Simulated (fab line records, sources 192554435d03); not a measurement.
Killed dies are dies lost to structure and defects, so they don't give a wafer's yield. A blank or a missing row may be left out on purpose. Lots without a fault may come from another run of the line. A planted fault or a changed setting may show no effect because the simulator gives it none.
fab line records | flow n5_finfet | part 1 of 2: steps 1 to 5 of 6
record lots=9 wafers=27 last_day=17
route steps=1938 shown SDB@373 DUMMY_REMOVAL@378 HKMG_FIN@399 BEOL_M4@1111 PASSIVATION@1936
lots that met no fault: from a run of the same line without faults
start_h: hours from the record's first day to the start of the lot's first wafer shown | wait_h: hours since the lot's step before | " the same as in the row above | L1.1+2: a row that stands for several wafers | - no value, or no start given | * or withheld: withheld | < > ~ a bound
route shown NAME@n: a module of which the file shows steps, and the number in the route of the first | usual: mean/standard deviation of fault-free wafers | same: alike in all rows | chamber/n: place in a boat | sites: the reading at each site | _std_site: their standard deviation | _edge_site: outer sites' mean less inner sites' | radius_mm: how far each site lies from the wafer's centre | mask NAME#n: copy n | behind: the tool/chamber that last shaped the wafer | hold: why the lot was held/for how many hours/how that ended | device: the transistor (n, p or np) that didn't switch | end of line: the same wafers' tests at the end of the route | a step without rows: its recipe alone | killed: dies lost to structure and defects at the first sort, not the wafer's yield | map: a wafer's dies, x killed, . not, _ none there
set.NAME: the setting as run; set.NAME@STEP: as run at that earlier step | model.NAME: the simulator's own value behind a step, which no gauge read
steps of the route over a sample of lots; a table a step, a row a wafer
services: from which hour (start_h, from the record's first day; less than 0 if before it) a tool's chamber was out of use, for how many hours, and why
## steps
# step N5_SDB_ALD_29
# recipe material=SiNx target_thk_a=300 temp_c=400 ald_precursor_family=SiH2I2 ald_co_reactant=N2/H2-plasma pulse_time_s=1 ald_cycles=600 purge_time_s=2 co_reactant_purge_time_s=2 pressure_torr=2
# usual heater_power_w=815/44 precursor_pulse_height_rel=1.001/0.021
# columns lot.wafer tool chamber start_h wait_h heater_power_w precursor_pulse_height_rel
L302.2 ald_sin-04 2 76.72 0.0 791 1.003
L302.3 " 1 " " 837 1.016
L302.5 " 1 78.08 1.4 849 0.986
L303.2 ald_sin-01 1 77.82 0.0 807 0.958
L303.4 " 0 79.18 1.4 821 1.043
L303.6 " 1 " " 780 1.009
L304.2 ald_sin-02 3 84.41 0.0 781 0.975
L304.4 " 0 " " 833 1.009
L304.5 " 2 85.76 1.4 824 1.044
L306.1 ald_sin-02 1 100.09 0.0 833 1.043
L306.2 " 2 " " 840 0.980
L306.6 " 2 101.45 1.4 855 0.973
L316.1 ald_sin-04 0 160.74 0.0 790 1.004
L316.2 " 1 " " 760 0.979
L316.4 " 3 " " 855 0.975
L318.1 ald_sin-02 3 170.11 0.0 761 0.994
L318.3 " 1 " " 853 0.971
L318.6 " 1 171.46 1.4 846 0.991
L320.2 ald_sin-01 0 184.16 2.1 829 1.011
L320.4 " 3 " " 710 0.987
L320.6 " 3 185.51 3.4 746 0.986
L322.2 ald_sin-02 0 194.51 0.0 861 1.017
L322.4 " 1 " " 817 0.998
L322.6 " 0 195.87 1.4 856 0.967
L324.2 ald_sin-04 3 210.31 0.0 847 1.018
L324.3 " 0 " " 810 1.010
L324.5 " 3 211.67 1.4 843 1.000
# step N5_DUMMY_REMOVAL_STRIP_10
# recipe chemistry=N2/H2 time_s=40 power_w=100 temp_c=40 pressure_mtorr=100 rf_frequency_hz=6e+07 bias_power_w=3 n2_flow_sccm=300 h2_flow_sccm=300
# usual drypump_motor_current_A=5.9/0.41 h2_flow_sccm=300.1/0.93 oes_product_au=0.80/0.092 rf_vpp_V=45.5/0.83 showerhead_plenum_p_Torr=3.41/0.13 throttle_valve_pct=12.2/0.31
# columns lot.wafer tool chamber start_h wait_h drypump_motor_current_A h2_flow_sccm oes_product_au rf_hours_counter_h rf_vpp_V showerhead_plenum_p_Torr throttle_valve_pct
L302.2 rie_diel-06 3 79.85 0.0 5.9 298.9 0.89 49 46.7 3.57 11.9
L302.3 " 1 " " 6.2 298.5 0.68 248 45.3 3.45 12.3
L302.5 " 2 " " 5.2 299.9 0.97 - 45.4 3.44 11.9
L303.2 rie_diel-03 2 80.95 0.0 5.3 299.3 0.78 110 45.7 3.28 12.3
L303.4 " 0 " " 6.6 301.8 0.67 242 44.5 3.33 12.6
L303.6 " 3 " " 5.4 299.4 0.69 - 45.5 3.34 12.5
L304.2 rie_diel-06 0 87.56 0.0 6.0 300.1 0.69 211 45.0 3.34 12.4
L304.4 " 0 " " 6.0 299.5 0.69 - 45.2 3.34 12.4
L304.5 " 3 " " 5.9 300.4 0.88 - 45.0 3.57 11.9
L306.1 rie_diel-03 1 103.57 0.0 6.0 299.0 0.77 137 45.9 3.53 12.5
L306.2 " 3 " " 5.3 301.2 0.69 224 44.9 3.34 12.6
L306.6 " 2 " " 5.3 299.4 0.78 - 45.7 3.28 12.4
L316.1 rie_diel-03 2 163.86 0.0 5.3 298.2 0.76 140 45.5 3.27 12.4
L316.2 " 1 " " 6.0 301.1 0.74 159 45.7 3.52 12.5
L316.4 " 0 " " 6.7 299.2 0.91 16 45.6 3.32 12.0
L318.1 rie_diel-06 2 173.34 0.0 5.3 300.4 0.88 40 44.2 3.42 12.0
L318.3 " 0 " " 6.0 298.2 0.67 238 44.1 3.32 12.5
L318.6 " 0 " " 6.0 298.8 0.67 - 45.1 3.32 12.5
L320.2 rie_diel-02 3 187.88 0.0 5.6 299.8 0.94 11 45.9 3.59 11.9
L320.4 " 2 " " 6.2 300.3 0.75 192 45.1 3.22 12.6
L320.6 " 3 " " 5.6 299.4 0.95 - 45.0 3.59 11.9
L322.2 rie_diel-03 3 197.64 0.0 5.3 299.7 0.98 1 47.3 3.32 12.0
L322.4 " 0 " " 6.7 301.1 0.88 29 45.5 3.31 12.0
L322.6 " 2 " " 5.3 299.7 0.74 - 46.1 3.26 12.4
L324.2 rie_diel-02 2 213.44 0.0 6.2 298.7 0.73 200 46.2 3.22 12.6
L324.3 " 3 " " 5.6 300.8 0.92 20 46.0 3.59 11.9
L324.5 " 2 " " 6.2 299.3 0.73 - 44.2 3.22 12.6
# step N5_HKMG_FIN_OVL_MEAS_50
# recipe points_per_wafer=44
# usual NDIPOLE_OVL=-0.5/0.69
# columns lot.wafer tool chamber start_h wait_h NDIPOLE_OVL[nm]
L302.2 overlay-02 0 81.34 0.0 -1.2
L302.3 " 0 " " -0.6
L302.5 " 0 " " 0.1
L303.2 overlay-02 0 82.45 0.0 -1.2
L303.4 " 0 " " -0.2
L303.6 " 0 " " -0.2
L304.2 overlay-01 0 89.03 0.0 -0.3
L304.4 " 0 " " -0.8
L304.5 " 0 " " -0.3
L306.1 overlay-01 0 105.08 0.0 -0.4
L306.2 " 0 " " -0.3
L306.6 " 0 " " -1.1
L316.1 overlay-01 0 165.37 0.0 -0.7
L316.2 " 0 " " -0.5
L316.4 " 0 " " 0.2
L318.1 overlay-01 0 174.72 0.0 0.0
L318.3 " 0 " " -0.1
L318.6 " 0 " " -0.1
L320.2 overlay-01 0 189.37 0.0 -0.4
L320.4 " 0 " " 0.3
L320.6 " 0 " " 0.0
L322.2 overlay-01 0 199.01 0.0 -1.0
L322.4 " 0 " " -2.2
L322.6 " 0 " " -2.2
L324.2 overlay-02 0 214.94 0.0 -0.3
L324.3 " 0 " " -0.4
L324.5 " 0 " " -0.3
# step N5_HKMG_FIN_ETCH_58
# recipe chemistry=N2/H2 target=SOC target_depth_a=2158 ion_energy_ev=50 bias_w=13 time_s=741 pressure_mtorr=30 source_w=875 n2_flow_sccm=200 h2_flow_sccm=200
# usual drypump_motor_current_A=6.0/0.53 h2_flow_sccm=200.0/0.54 oes_product_au=0.78/0.071 rf_vpp_V=99.1/1 run_length_s=764.4/0.48 showerhead_plenum_p_Torr=2.55/0.08 throttle_valve_pct=17.78/0.22
# columns lot.wafer tool chamber start_h wait_h drypump_motor_current_A h2_flow_sccm oes_product_au rf_hours_counter_h rf_vpp_V run_length_s showerhead_plenum_p_Torr throttle_valve_pct
L302.2 rie_diel-04 2 81.70 0.0 5.8 199.8 0.70 210 101.1 764.5 2.63 17.58
L302.3 " 0 " " 6.6 200.3 0.72 188 97.8 764.0 2.42 17.56
L302.5 " 2 " " 5.8 200.3 0.70 - 100.1 764.3 2.63 17.56
L303.2 rie_diel-04 3 82.81 0.0 5.6 200.2 0.76 156 99.7 764.3 2.64 17.47
L303.4 " 1 " " 5.7 200.2 0.83 90 99.1 764.6 2.57 18.03
L303.6 " 0 " " 6.6 199.9 0.73 - 95.8 764.0 2.42 17.57
L304.2 rie_diel-04 2 90.66 0.0 5.7 199.6 0.70 214 99.8 612.7 2.62 17.57
L304.4 " 1 " " 5.7 200.5 0.82 93 97.0 612.6 2.57 18.02
L304.5 " 2 " " 5.8 199.3 0.70 - 99.7 764.2 2.62 17.58
L306.1 rie_diel-04 2 105.47 0.0 5.8 200.5 0.69 220 99.3 764.3 2.62 17.58
L306.2 " 0 " " 6.6 198.8 0.72 197 98.6 612.1 2.42 17.59
L306.6 " 3 " " 5.7 199.8 0.74 - 97.6 764.5 2.64 17.49
L316.1 rie_diel-01 2 165.73 0.0 6.6 199.4 0.70 200 99.0 764.3 2.52 17.74
L316.2 " 0 " " 5.5 199.4 0.88 53 99.6 764.9 2.58 18.01
L316.4 " 1 " " 6.6 199.7 0.87 59 98.8 764.3 2.58 18.18
L318.1 rie_diel-05 3 175.23 0.0 5.5 199.8 0.78 125 101.9 763.6 2.66 17.78
L318.3 " 3 " " 5.5 199.3 0.78 - 99.5 763.6 2.66 17.76
L318.6 " 3 " " 5.5 199.5 0.78 - 98.5 763.9 2.66 17.77
L320.2 rie_diel-04 3 189.73 0.0 5.7 200.3 0.72 196 99.5 764.4 2.63 17.53
L320.4 " 3 " " 5.6 200.5 0.72 - 98.8 764.2 2.63 17.53
L320.6 " 1 " " 5.7 200.2 0.78 - 98.6 764.3 2.55 18.09
L322.2 rie_diel-04 2 199.59 0.0 5.7 199.4 0.93 4 99.2 764.7 2.61 17.28
L322.4 " 3 " " 5.7 200.2 0.72 202 100.6 764.2 2.62 17.57
L322.6 " 1 " " 5.7 200.4 0.77 - 99.7 765.1 2.55 18.10
L324.2 rie_diel-01 2 215.30 0.0 6.6 199.6 0.69 209 99.7 763.7 2.51 17.77
L324.3 " 1 " " 6.5 199.9 0.84 68 100.1 763.8 2.58 18.19
L324.5 " 1 " " 6.6 200.5 0.86 - 99.8 763.8 2.58 18.18
# step N5_BEOL_M4_RC_MEAS_101
# usual DIBL_N=36.3/1.2 DIBL_P=36.1/1.6 IOFF_N=0.161/0.023 IOFF_N_85C=3.1/0.38 IOFF_N_LIN=0.075/0.0088 IOFF_N_LONG=5.62e-05/2.3e-06 IOFF_P=0.209/0.027 ION_N=676/8.9 ION_P=462/5.3 SS_N=71.5/0.51 SS_P=73.2/0.5 VT_N=249.1/2.5 VT_N_LONG=274.5/2 VT_P=-249.9/2.8
# columns lot.wafer tool chamber start_h wait_h DIBL_N[mV/V] DIBL_P[mV/V] IOFF_N[nA/um] IOFF_N_85C[nA/um] IOFF_N_LIN[nA/um] IOFF_N_LONG[nA/um] IOFF_P[nA/um] ION_N[uA/um] ION_P[uA/um] SS_N[mV/dec] SS_P[mV/dec] VT_N[mV] VT_N_LONG[mV] VT_P[mV]
L302.2 prober-01 0 176.29 0.2 36.1 35.6 0.155 3.1 0.076 5.78e-05 0.203 683 462 71.5 72.9 248.2 274.3 -249.9
L302.3 " 0 " " 35.8 36.2 0.145 2.9 0.070 5.85e-05 0.211 671 461 70.9 72.7 248.5 272.0 -250.4
L302.5 " 0 " " 37.7 38.1 0.185 3.6 0.087 5.91e-05 0.249 689 471 71.6 73.9 246.0 273.0 -247.5
L303.2 prober-01 0 180.05 0.2 36.8 35.5 0.161 3.1 0.073 5.57e-05 0.221 675 463 71.3 73.0 250.1 275.4 -248.8
L303.4 " 0 " " 37.7 35.8 0.174 3.3 0.078 5.56e-05 0.220 674 466 71.2 73.1 250.3 275.4 -249.0
L303.6 " 0 " " 36.8 34.7 0.162 3.1 0.071 5.61e-05 0.213 664 460 71.5 73.5 248.5 273.5 -247.3
L304.2 prober-02 0 182.19 0.2 35.7 34.7 2.206 27.9 1.027 0.0006431 0.190 691 463 71.5 72.8 175.1 199.8 -249.1
L304.4 " 0 " " 34.9 33.4 1.433 19.5 0.688 0.0004694 0.172 680 457 70.9 72.9 183.9 208.0 -253.1
L304.5 " 0 " " 34.4 33.8 0.125 2.5 0.062 5.17e-05 0.180 667 464 71.1 72.9 252.0 275.9 -251.7
L306.1 prober-02 0 196.58 0.0 37.6 36.7 0.184 3.5 0.082 6.08e-05 0.262 682 471 71.5 73.2 245.7 273.5 -246.9
L306.2 " 0 " " 36.4 36.1 3.051 37.1 1.417 0.0008675 0.241 710 468 71.5 73.4 165.4 190.8 -244.0
L306.6 " 0 " " 37.9 37.3 0.192 3.7 0.086 6.08e-05 0.272 678 465 71.8 73.4 248.0 271.4 -243.8
L316.1 prober-02 0 249.03 0.0 35.0 35.2 0.151 3.0 0.070 5.69e-05 0.197 676 467 71.9 72.5 247.9 274.6 -250.9
L316.2 " 0 " " 35.7 35.9 0.160 3.1 0.071 5.73e-05 0.204 672 462 71.9 73.4 250.1 271.5 -250.7
L316.4 " 0 " " 34.0 33.4 0.135 2.7 0.062 5.76e-05 0.174 665 457 71.0 72.6 251.5 270.6 -253.3
L318.1 prober-02 0 268.69 0.0 37.3 39.7 0.196 3.7 0.091 5.76e-05 0.241 692 468 71.8 73.2 245.1 274.7 -249.5
L318.3 " 0 " " 37.7 39.0 0.200 3.8 0.089 5.84e-05 0.229 687 466 72.1 74.0 247.1 273.0 -250.1
L318.6 " 0 " " 35.5 36.3 0.151 3.0 0.074 5.8e-05 0.188 678 464 71.4 73.0 249.1 274.8 -253.0
L320.2 prober-01 0 278.76 0.2 36.1 35.0 0.166 3.3 0.074 6.04e-05 0.211 678 459 71.1 72.2 248.8 271.6 -248.8
L320.4 " 0 " " 35.7 34.4 0.149 3.0 0.070 6.03e-05 0.200 675 460 71.5 72.8 249.9 274.3 -248.3
L320.6 " 0 " " 36.0 35.0 0.155 3.1 0.072 5.93e-05 0.201 680 468 71.2 72.9 250.0 270.3 -248.5
L322.2 prober-02 0 284.75 0.2 34.3 35.7 0.117 2.4 0.057 5.35e-05 0.192 663 461 71.9 72.9 254.1 278.3 -252.3
L322.4 " 0 " " 35.8 36.9 0.135 2.7 0.064 5.33e-05 0.214 666 463 71.0 73.7 254.6 276.7 -249.9
L322.6 " 0 " " 36.0 37.6 0.138 2.7 0.064 5.3e-05 0.222 673 467 71.6 73.1 254.9 279.2 -250.0
L324.2 prober-01 0 310.37 0.2 37.1 36.4 0.166 3.2 0.077 5.48e-05 0.217 679 465 71.8 73.3 250.1 274.4 -246.2
L324.3 " 0 " " 36.0 35.6 0.143 2.9 0.068 5.46e-05 0.202 674 463 71.9 73.1 250.6 273.0 -248.4
L324.5 " 0 " " 35.0 34.3 0.132 2.6 0.064 5.53e-05 0.178 662 457 71.6 73.4 251.1 272.3 -248.6
## key
first_sign step=N5_HKMG_FIN_ETCH_58 reading=run_length_s direction=down sigmas=99+ usual=* struck=*
effect step=N5_BEOL_M4_RC_MEAS_101 reading=IOFF_N_LONG direction=up sigmas=99+ usual=5.62e-05 struck=0.00066
effect step=N5_BEOL_M4_RC_MEAS_101 reading=IOFF_N_LIN direction=up sigmas=99+ usual=0.075 struck=1.044
effect step=N5_BEOL_M4_RC_MEAS_101 reading=IOFF_N direction=up sigmas=89 usual=0.161 struck=2.230
effect step=N5_BEOL_M4_RC_MEAS_101 reading=IOFF_N_85C direction=up sigmas=66 usual=3.1 struck=28.2
effect step=N5_BEOL_M4_RC_MEAS_101 reading=VT_N_LONG direction=down sigmas=38 usual=274.5 struck=199.5
effect step=N5_BEOL_M4_RC_MEAS_101 reading=VT_N direction=down sigmas=30 usual=249.1 struck=174.8
effect step=N5_BEOL_M4_RC_MEAS_101 reading=ION_N direction=up sigmas=2 usual=676 struck=694 wafers_moved=2
effect step=N5_PASSIVATION_PROBE_49 reading=sort_bin_4_leakage direction=up sigmas=99+ usual=0 struck=89.92
met_at N5_HKMG_FIN_ETCH_58
struck_lots L304,L306
struck_wafers L304.2,L304.4,L306.2
not_acting_at N5_SDB_ALD_29,N5_DUMMY_REMOVAL_STRIP_10,N5_HKMG_FIN_OVL_MEAS_50
onset_between 82.81 90.66
fault kind=process_parameter_drift tool=rie_diel-04 chamber=- onset_h=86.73 steps=N5_HKMG_FIN_ETCH_58 channel=time_s offset=* shape=step end_h=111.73 scope=struck_wafers_only acts_in=* stated=*
